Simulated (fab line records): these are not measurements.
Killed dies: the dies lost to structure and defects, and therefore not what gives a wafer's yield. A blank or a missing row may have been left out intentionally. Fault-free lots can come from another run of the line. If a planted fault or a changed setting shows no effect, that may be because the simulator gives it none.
Chamber matching :: flow nand harc :: 4 sister chambers for NHARC_A_CONTACT_ETCH_90 on rie diel-03
The step etches the open film in CH3F/O2, target depth 40 nm, time 85.7 s. 4 wafers are shown with their chamber, then 10 later ones without.

## WAFERS WITH THEIR CHAMBER
wafer: L081.2
chamber: 2
showerhead plenum p Torr (Torr): 2.47

wafer: L081.3
chamber: 3
showerhead plenum p Torr (Torr): 2.42

wafer: L086.1
chamber: 1
showerhead plenum p Torr (Torr): 2.61

wafer: L086.3
chamber: 0
showerhead plenum p Torr (Torr): 2.64

## WAFERS WITHOUT THEIR CHAMBER
wafer: L086.4
showerhead plenum p Torr (Torr): 2.41

wafer: L091.4
showerhead plenum p Torr (Torr): 2.40

wafer: L091.5
showerhead plenum p Torr (Torr): 2.40

wafer: L091.6
showerhead plenum p Torr (Torr): 2.63

wafer: L091.1
showerhead plenum p Torr (Torr): 2.60

wafer: L091.2
showerhead plenum p Torr (Torr): 2.63

wafer: L091.3
showerhead plenum p Torr (Torr): 2.46

wafer: L094.1
showerhead plenum p Torr (Torr): 2.46

wafer: L094.3
showerhead plenum p Torr (Torr): 2.63

wafer: L094.4
showerhead plenum p Torr (Torr): 2.40

## WHICH CHAMBER EACH ONE RAN IN
wafer: L086.4
from the rows above: 3
in truth: 3

wafer: L091.4
from the rows above: 3
in truth: 3

wafer: L091.5
from the rows above: 3
in truth: 3

wafer: L091.6
from the rows above: can't be placed: 0 or 1
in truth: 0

wafer: L091.1
from the rows above: 1
in truth: 1

wafer: L091.2
from the rows above: can't be placed: 0 or 1
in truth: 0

wafer: L091.3
from the rows above: 2
in truth: 2

wafer: L094.1
from the rows above: 2
in truth: 2

wafer: L094.3
from the rows above: can't be placed: 0 or 1
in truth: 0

wafer: L094.4
from the rows above: 3
in truth: 3
7 of 10 placed correctly. Not placeable from these rows: 3 (in 3, the candidates include the true chamber). 0 placed wrongly.
How it was worked out, from the rows above alone: a wafer's distance from a chamber is the root of the sum, over the readings, of the square of ((its reading less the chamber's mean) divided by the reading's scatter). If the next closest chamber is less than 2 further off than the closest, the wafer can't be placed; otherwise it belongs to the closest. For every chamber, the mean is computed from those of its wafers that are shown. The scatter: with one shown wafer a chamber, the root of the mean of the squares of how far each hidden wafer lies from its nearest shown one.
